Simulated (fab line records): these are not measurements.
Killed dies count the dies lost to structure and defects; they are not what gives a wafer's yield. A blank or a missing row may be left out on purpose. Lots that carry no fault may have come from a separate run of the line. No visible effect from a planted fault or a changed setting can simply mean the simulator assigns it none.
Split-lot experiment    flow n5Finfet    route with 1938 steps; 7 lots, 39 wafers read

== THE SPLIT ITSELF ==
At N5_DUMMY_GATE_EXPOSE_12 (exposes mask GATE, target cd 25 nm), the setting doseMj was moved away from the recipe's 34 on 15 of the 39 wafers read, by -7.8% to +6.6%. The other wafers ran this setting at the recipe's value.

== FROM THE SPLIT TO THE READING: what the file shows between them, 2 steps ==
- N5_DUMMY_GATE_PEB_13: peb time 60 s
- N5_DUMMY_GATE_DEVELOP_14: develop time 30 s

== THE READING ==
cdNm, in nm, at N5_DUMMY_GATE_CD_MEAS_15 (target cd 25.8 nm). A value of 25.05 nm with a standard deviation of 0.24 nm is what fault-free wafers of this fab line usually give.

wafer   tool, chamber at the split  doseMj as run  against the recipe  cdNm, nm  against lot-mates on the recipe
L075.4  euvScanner-02, 0            34             recipe              24.92     -
L075.5  euvScanner-02, 0            34             recipe              25.65     -
L075.6  euvScanner-02, 0            34             recipe              25.45     -
L082.1  euvScanner-02, 0            34             recipe              25.05     -
L082.2  euvScanner-02, 0            31.34          -7.8%               26.55     +1.55
L082.3  euvScanner-02, 0            34             recipe              25.11     -
L082.4  euvScanner-02, 0            34             recipe              24.84     -
L082.5  euvScanner-02, 0            31.34          -7.8%               26.25     +1.25
L082.6  euvScanner-02, 0            31.34          -7.8%               26.30     +1.30
L083.1  euvScanner-02, 0            32.58          -4.2%               25.81     +0.90
L083.2  euvScanner-02, 0            34             recipe              25.04     -
L083.3  euvScanner-02, 0            34             recipe              24.85     -
L083.4  euvScanner-02, 0            32.58          -4.2%               25.69     +0.78
L083.5  euvScanner-02, 0            34             recipe              24.84     -
L083.6  euvScanner-02, 0            32.58          -4.2%               26.07     +1.16
L089.1  euvScanner-01, 0            32.16          -5.4%               26.17     +1.19
L089.2  euvScanner-01, 0            34             recipe              25.02     -
L089.3  euvScanner-01, 0            32.16          -5.4%               26.27     +1.29
L089.4  euvScanner-01, 0            32.16          -5.4%               26.55     +1.57
L089.5  euvScanner-01, 0            34             recipe              24.93     -
L089.6  euvScanner-01, 0            34             recipe              25.00     -
L090.1  euvScanner-01, 0            34             recipe              25.00     -
L090.2  euvScanner-01, 0            34             recipe              25.06     -
L090.3  euvScanner-01, 0            34             recipe              25.24     -
L090.4  euvScanner-01, 0            34             recipe              25.30     -
L090.5  euvScanner-01, 0            34             recipe              25.45     -
L090.6  euvScanner-01, 0            34             recipe              25.29     -
L093.1  euvScanner-01, 0            34             recipe              24.91     -
L093.2  euvScanner-01, 0            35.52          +4.5%               24.26     -0.96
L093.3  euvScanner-01, 0            35.52          +4.5%               24.64     -0.58
L093.4  euvScanner-01, 0            34             recipe              25.18     -
L093.5  euvScanner-01, 0            35.52          +4.5%               24.89     -0.33
L093.6  euvScanner-01, 0            34             recipe              25.56     -
L097.1  euvScanner-02, 0            36.23          +6.6%               23.96     -1.29
L097.2  euvScanner-02, 0            36.23          +6.6%               23.91     -1.34
L097.3  euvScanner-02, 0            36.23          +6.6%               23.82     -1.43
L097.4  euvScanner-02, 0            34             recipe              25.36     -
L097.5  euvScanner-02, 0            34             recipe              25.31     -
L097.6  euvScanner-02, 0            34             recipe              25.09     -

THE FIT
A straight line over all 39 wafers: cdNm changes by -0.172 nm for each +1% of doseMj; r = -0.94; the points scatter about the line by 0.24 nm.
The same after taking each lot's own level away (the mean of its wafers on the recipe; 39 wafers): -0.195 nm for each +1%; r = -0.96; scatter 0.22 nm.
Per that fit: largest doseMj move, reading shift of 1.5 nm.
Measured against the standard deviation above, the lots' own levels, which go from 24.910 to 25.340 nm, span 1.8 times it.
Hence the slope depends on the lot-to-lot level, as the two fits are not the same.
Check: with one of the wafers moved furthest among these (-7.8%) left out of the fit, the line predicts +1.56 nm for it against its lot-mates. Against them it came out at +1.55 nm.

== THE WHOLE CHAIN: every reading that the file lists as answering this split, in the file's order ==
step                      what it does                              reading                                                           change (the file's fit)                r (the file's)
N5_DUMMY_GATE_CD_MEAS_15  target cd 25.8 nm                         cdNm                                                              -0.196 nm for each +1% of the setting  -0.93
N5_DUMMY_GATE_TRIM_49     chemistry O2, time 29 s, target cd 14 nm  DUMMY_GATE.cdNm (the simulator's own value, which no gauge read)  -0.153 nm for each +1% of the setting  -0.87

== FILE'S OWN FIT ==
cdNm changes by -0.196 nm for each +1% of doseMj, r = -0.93.
